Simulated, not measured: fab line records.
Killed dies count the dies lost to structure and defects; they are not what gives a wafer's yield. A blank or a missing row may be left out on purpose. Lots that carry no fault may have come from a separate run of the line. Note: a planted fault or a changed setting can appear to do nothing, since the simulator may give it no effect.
The tool behind it: which one? / flow n5 finfet / 72 wafers from 24 lots sampled at 3 of the route's 1938 steps

== WHAT EACH GAUGE READ, for each wafer ==
N5_BEOL_M0_CUTY_CD_MEAS_57: the cd target is 200 nm.
lot=L074; measured=day 5 18:33; on=cd sem-03; cd nm (nm)=200.9 201.0 201.0
lot=L075; measured=day 6 01:23; on=cd sem-03; cd nm (nm)=199.6 198.7 198.9
lot=L076; measured=day 6 06:26; on=cd sem-01; cd nm (nm)=200.1 200.5 200.0
lot=L077; measured=day 6 12:47; on=cd sem-01; cd nm (nm)=200.4 199.6 200.7
lot=L078; measured=day 6 17:17; on=cd sem-01; cd nm (nm)=199.2 199.6 200.7
lot=L079; measured=day 7 02:22; on=cd sem-01; cd nm (nm)=199.0 200.3 200.0
lot=L080; measured=day 7 05:58; on=cd sem-03; cd nm (nm)=200.2 199.2 199.7
lot=L081; measured=day 7 13:54; on=cd sem-01; cd nm (nm)=200.1 202.0 201.4
lot=L082; measured=day 7 17:02; on=cd sem-01; cd nm (nm)=199.9 200.4 199.1
lot=L083; measured=day 8 04:08; on=cd sem-03; cd nm (nm)=200.8 199.8 199.8
lot=L084; measured=day 8 08:29; on=cd sem-01; cd nm (nm)=201.2 200.9 200.4
lot=L085; measured=day 8 11:45; on=cd sem-01; cd nm (nm)=201.0 200.5 201.2
lot=L086; measured=day 8 19:22; on=cd sem-01; cd nm (nm)=201.5 202.0 202.0
lot=L087; measured=day 9 00:42; on=cd sem-01; cd nm (nm)=200.2 200.9 201.7
lot=L088; measured=day 9 05:10; on=cd sem-01; cd nm (nm)=200.7 200.1 199.4
lot=L089; measured=day 9 12:23; on=cd sem-02; cd nm (nm)=200.8 200.5 201.3
lot=L090; measured=day 10 03:40; on=cd sem-03; cd nm (nm)=200.5 201.1 201.1
lot=L091; measured=day 10 05:02; on=cd sem-02; cd nm (nm)=200.3 199.2 200.6
lot=L092; measured=day 10 09:20; on=cd sem-01; cd nm (nm)=197.7 199.1 196.5
lot=L093; measured=day 10 16:41; on=cd sem-01; cd nm (nm)=200.3 199.5 198.5
lot=L094; measured=day 10 21:08; on=cd sem-02; cd nm (nm)=199.7 198.2 199.4
lot=L095; measured=day 11 02:29; on=cd sem-01; cd nm (nm)=199.5 199.1 199.0
lot=L096; measured=day 11 13:31; on=cd sem-01; cd nm (nm)=201.5 199.2 200.2
lot=L097; measured=day 11 20:39; on=cd sem-01; cd nm (nm)=201.2 200.1 200.3

N5_BEOL_M0_CUTY_OVL_MEAS_58.
lot=L074; measured=day 5 18:35; on=overlay-01; M0_ABLK_OVL (nm)=-1.2 -1.2 -2.0
lot=L075; measured=day 6 01:25; on=overlay-01; M0_ABLK_OVL (nm)=-0.1 -0.8 -1.3
lot=L076; measured=day 6 06:28; on=overlay-01; M0_ABLK_OVL (nm)=-0.6 -0.1 -0.5
lot=L077; measured=day 6 12:49; on=overlay-01; M0_ABLK_OVL (nm)=0.7 0.7 0.5
lot=L078; measured=day 6 17:21; on=overlay-01; M0_ABLK_OVL (nm)=-1.6 -2.9 -1.7
lot=L079; measured=day 7 02:24; on=overlay-01; M0_ABLK_OVL (nm)=-1.6 -0.6 -1.3
lot=L080; measured=day 7 06:00; on=overlay-02; M0_ABLK_OVL (nm)=0.1 -0.4 -0.8
lot=L081; measured=day 7 13:56; on=overlay-02; M0_ABLK_OVL (nm)=-0.3 1.5 -0.4
lot=L082; measured=day 7 17:04; on=overlay-01; M0_ABLK_OVL (nm)=0.8 0.2 -0.4
lot=L083; measured=day 8 04:10; on=overlay-01; M0_ABLK_OVL (nm)=-0.9 -1.1 -0.6
lot=L084; measured=day 8 08:31; on=overlay-02; M0_ABLK_OVL (nm)=-1.1 -0.7 -0.4
lot=L085; measured=day 8 11:47; on=overlay-01; M0_ABLK_OVL (nm)=-0.6 0.8 0.1
lot=L086; measured=day 8 19:23; on=overlay-01; M0_ABLK_OVL (nm)=-0.5 -1.7 0.3
lot=L087; measured=day 9 00:43; on=overlay-02; M0_ABLK_OVL (nm)=-0.1 1.1 1.6
lot=L088; measured=day 9 05:12; on=overlay-01; M0_ABLK_OVL (nm)=-0.8 -0.5 1.0
lot=L089; measured=day 9 12:25; on=overlay-01; M0_ABLK_OVL (nm)=-0.7 -0.9 -0.4
lot=L090; measured=day 10 03:42; on=overlay-02; M0_ABLK_OVL (nm)=-0.8 -1.0 -1.4
lot=L091; measured=day 10 05:04; on=overlay-02; M0_ABLK_OVL (nm)=-0.4 -0.5 -0.3
lot=L092; measured=day 10 09:22; on=overlay-02; M0_ABLK_OVL (nm)=-0.6 -1.4 -2.1
lot=L093; measured=day 10 16:43; on=overlay-01; M0_ABLK_OVL (nm)=-0.6 1.1 0.3
lot=L094; measured=day 10 21:10; on=overlay-01; M0_ABLK_OVL (nm)=-0.4 0.1 -0.5
lot=L095; measured=day 11 02:31; on=overlay-02; M0_ABLK_OVL (nm)=-1.6 -0.7 -1.5
lot=L096; measured=day 11 13:33; on=overlay-01; M0_ABLK_OVL (nm)=-1.7 -0.5 -0.3
lot=L097; measured=day 11 20:41; on=overlay-01; M0_ABLK_OVL (nm)=0.3 -0.6 0.0

== TOOL THAT RAN EACH LOT (tool first, then ch and the chambers of the sampled wafers, then the start) ==
lot=L074; N5_BEOL_M0_SAQP_ALD_48=ald sin-01 ch 0,1,3, day 5 17:32
lot=L075; N5_BEOL_M0_SAQP_ALD_48=ald sin-03 ch 2,3, day 6 00:22
lot=L076; N5_BEOL_M0_SAQP_ALD_48=ald sin-04 ch 1,2, day 6 05:32
lot=L077; N5_BEOL_M0_SAQP_ALD_48=ald sin-01 ch 2,3, day 6 11:53
lot=L078; N5_BEOL_M0_SAQP_ALD_48=ald sin-03 ch 0,1, day 6 16:16
lot=L079; N5_BEOL_M0_SAQP_ALD_48=ald sin-03 ch 0,3, day 7 01:21
lot=L080; N5_BEOL_M0_SAQP_ALD_48=ald sin-03 ch 1,2,3, day 7 04:57
lot=L081; N5_BEOL_M0_SAQP_ALD_48=ald sin-04 ch 0,1, day 7 13:00
lot=L082; N5_BEOL_M0_SAQP_ALD_48=ald sin-01 ch 0,3, day 7 16:01
lot=L083; N5_BEOL_M0_SAQP_ALD_48=ald sin-01 ch 1,2, day 8 03:08
lot=L084; N5_BEOL_M0_SAQP_ALD_48=ald sin-01 ch 0,1,2, day 8 07:26
lot=L085; N5_BEOL_M0_SAQP_ALD_48=ald sin-01 ch 0,2, day 8 10:44
lot=L086; N5_BEOL_M0_SAQP_ALD_48=ald sin-03 ch 1,2,3, day 8 18:19
lot=L087; N5_BEOL_M0_SAQP_ALD_48=ald sin-04 ch 2,3, day 8 23:41
lot=L088; N5_BEOL_M0_SAQP_ALD_48=ald sin-04 ch 1,3, day 9 04:10
lot=L089; N5_BEOL_M0_SAQP_ALD_48=ald sin-01 ch 0,1,3, day 9 11:22
lot=L090; N5_BEOL_M0_SAQP_ALD_48=ald sin-01 ch 0,3, day 10 02:39
lot=L091; N5_BEOL_M0_SAQP_ALD_48=ald sin-03 ch 0,1,2, day 10 04:00
lot=L092; N5_BEOL_M0_SAQP_ALD_48=ald sin-03 ch 1,2,3, day 10 08:19
lot=L093; N5_BEOL_M0_SAQP_ALD_48=ald sin-03 ch 1,2,3, day 10 15:40
lot=L094; N5_BEOL_M0_SAQP_ALD_48=ald sin-01 ch 0,1, day 10 20:07
lot=L095; N5_BEOL_M0_SAQP_ALD_48=ald sin-01 ch 2,3, day 11 01:24
lot=L096; N5_BEOL_M0_SAQP_ALD_48=ald sin-01 ch 0,1,2, day 11 12:30
lot=L097; N5_BEOL_M0_SAQP_ALD_48=ald sin-01 ch 1,3, day 11 19:46
- N5_BEOL_M0_SAQP_ALD_48: deposits SiO2, target thk 20 nm, pulse time 1 s, co reactant pulse time 1 s.

== AS READ BY THE TOOLS THEMSELVES (means over the sampled wafers that have a number; for cases with no such wafer, the mark the record gives instead) ==
N5_BEOL_M0_SAQP_ALD_48.
lot=L074; tool=ald sin-01; heater power w (W)=78; precursor pulse height rel=0.988
lot=L075; tool=ald sin-03; heater power w (W)=86; precursor pulse height rel=1.000
lot=L076; tool=ald sin-04; heater power w (W)=66; precursor pulse height rel=1.017
lot=L077; tool=ald sin-01; heater power w (W)=81; precursor pulse height rel=1.008
lot=L078; tool=ald sin-03; heater power w (W)=81; precursor pulse height rel=1.031
lot=L079; tool=ald sin-03; heater power w (W)=81; precursor pulse height rel=1.000
lot=L080; tool=ald sin-03; heater power w (W)=83; precursor pulse height rel=1.012
lot=L081; tool=ald sin-04; heater power w (W)=70; precursor pulse height rel=0.999
lot=L082; tool=ald sin-01; heater power w (W)=83; precursor pulse height rel=0.986
lot=L083; tool=ald sin-01; heater power w (W)=71; precursor pulse height rel=0.996
lot=L084; tool=ald sin-01; heater power w (W)=74; precursor pulse height rel=0.994
lot=L085; tool=ald sin-01; heater power w (W)=75; precursor pulse height rel=0.995
lot=L086; tool=ald sin-03; heater power w (W)=83; precursor pulse height rel=0.984
lot=L087; tool=ald sin-04; heater power w (W)=70; precursor pulse height rel=1.019
lot=L088; tool=ald sin-04; heater power w (W)=69; precursor pulse height rel=1.003
lot=L089; tool=ald sin-01; heater power w (W)=80; precursor pulse height rel=1.010
lot=L090; tool=ald sin-01; heater power w (W)=81; precursor pulse height rel=0.982
lot=L091; tool=ald sin-03; heater power w (W)=83; precursor pulse height rel=0.996
lot=L092; tool=ald sin-03; heater power w (W)=83; precursor pulse height rel=1.010
lot=L093; tool=ald sin-03; heater power w (W)=84; precursor pulse height rel=0.993
lot=L094; tool=ald sin-01; heater power w (W)=75; precursor pulse height rel=0.985
lot=L095; tool=ald sin-01; heater power w (W)=81; precursor pulse height rel=1.026
lot=L096; tool=ald sin-01; heater power w (W)=74; precursor pulse height rel=1.006
lot=L097; tool=ald sin-01; heater power w (W)=84; precursor pulse height rel=1.004

== THE ANSWER, worked out from the rows above alone ==
Rule: what is usual is taken from the lots themselves. The widest of any qualifying gaps counts: lots, ordered by their means at a reading, are off when they make up no more than a third of the lots, leave a main group of 4 or more, and stand apart from it by 3 or more times the standard deviation of that group's means. If all means in a main group match to the digits the tables above print for the reading, that group is not used. Also off: a lot with no number at a reading for which 4 or more lots have one. Any other lot the step has rows for is counted as sound. After the gauges, taken in route order, come the tools' own readings; for these a lot's mean is taken, as printed above. At the first step where some lot is off, the reading lying furthest off is the one used; lots without a number count as furthest.
Across all readings shown, no lot is off: no conclusion can be drawn from this.

== WHAT WAS PUT IN BY THE SIMULATOR ==
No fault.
